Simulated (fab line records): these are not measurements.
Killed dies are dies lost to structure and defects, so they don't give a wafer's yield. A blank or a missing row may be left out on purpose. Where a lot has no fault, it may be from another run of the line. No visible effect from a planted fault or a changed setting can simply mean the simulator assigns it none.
Matching of chambers :: flow nand-harc :: NHARC_A_CHANNEL_FILL_D1_ETCHBACK_20 on rie-diel-10 has 4 sister chambers
The step etches the open film in C4F8/O2/Ar, target depth 27 nm, time 13.5 s. 8 wafers are shown with their chamber, then 10 later ones without.

WAFERS, EACH WITH ITS CHAMBER
wafer: L089.1
chamber: 1
rf-vpp-V (V): 986
oes-product-au (a.u.): 0.95

wafer: L089.3
chamber: 3
rf-vpp-V (V): 985
oes-product-au (a.u.): 0.92

wafer: L089.4
chamber: 0
rf-vpp-V (V): 973
oes-product-au (a.u.): 0.93

wafer: L090.1
chamber: 3
rf-vpp-V (V): 984
oes-product-au (a.u.): 0.93

wafer: L090.3
chamber: 0
rf-vpp-V (V): 973
oes-product-au (a.u.): 0.93

wafer: L090.4
chamber: 2
rf-vpp-V (V): 977
oes-product-au (a.u.): 0.94

wafer: L093.1
chamber: 1
rf-vpp-V (V): 985
oes-product-au (a.u.): 0.94

wafer: L093.4
chamber: 2
rf-vpp-V (V): 976
oes-product-au (a.u.): 0.93

WAFERS MISSING THEIR CHAMBER
wafer: L093.6
rf-vpp-V (V): 977
oes-product-au (a.u.): 0.93

wafer: L092.1
rf-vpp-V (V): 973
oes-product-au (a.u.): 0.93

wafer: L092.2
rf-vpp-V (V): 977
oes-product-au (a.u.): 0.93

wafer: L092.5
rf-vpp-V (V): 977
oes-product-au (a.u.): 0.92

wafer: L094.1
rf-vpp-V (V): 977
oes-product-au (a.u.): 0.93

wafer: L094.2
rf-vpp-V (V): 973
oes-product-au (a.u.): 0.92

wafer: L094.5
rf-vpp-V (V): 987
oes-product-au (a.u.): 0.94

wafer: L095.1
rf-vpp-V (V): 987
oes-product-au (a.u.): 1.02

wafer: L095.4
rf-vpp-V (V): 984
oes-product-au (a.u.): 1.01

wafer: L095.5
rf-vpp-V (V): 972
oes-product-au (a.u.): 1.00

EACH ONE'S CHAMBER
wafer: L093.6
from the rows above: 2
in truth: 2

wafer: L092.1
from the rows above: 0
in truth: 0

wafer: L092.2
from the rows above: 2
in truth: 2

wafer: L092.5
from the rows above: 2
in truth: 2

wafer: L094.1
from the rows above: 2
in truth: 2

wafer: L094.2
from the rows above: 0
in truth: 0

wafer: L094.5
from the rows above: 1
in truth: 1

wafer: L095.1
from the rows above: 1
in truth: 1

wafer: L095.4
from the rows above: 1
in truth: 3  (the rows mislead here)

wafer: L095.5
from the rows above: can't be placed: 0 or 2
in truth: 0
Placed correctly: 8 of 10. These rows do not allow placing 1 (true chamber among the candidates in 1). Wrongly placed: 1.
How it was worked out, from the rows above alone: a wafer's distance from a chamber is the root of the sum, over the readings, of the square of ((its reading less the chamber's mean) divided by the reading's scatter). If the next closest chamber is less than 2 further off than the closest, the wafer can't be placed; otherwise it belongs to the closest. Each chamber's mean is taken over the wafers shown for it. How the scatter is found: for the shown wafers, subtract from each reading the mean of its chamber, square and add these, divide the total by (wafers less chambers), then take the root.
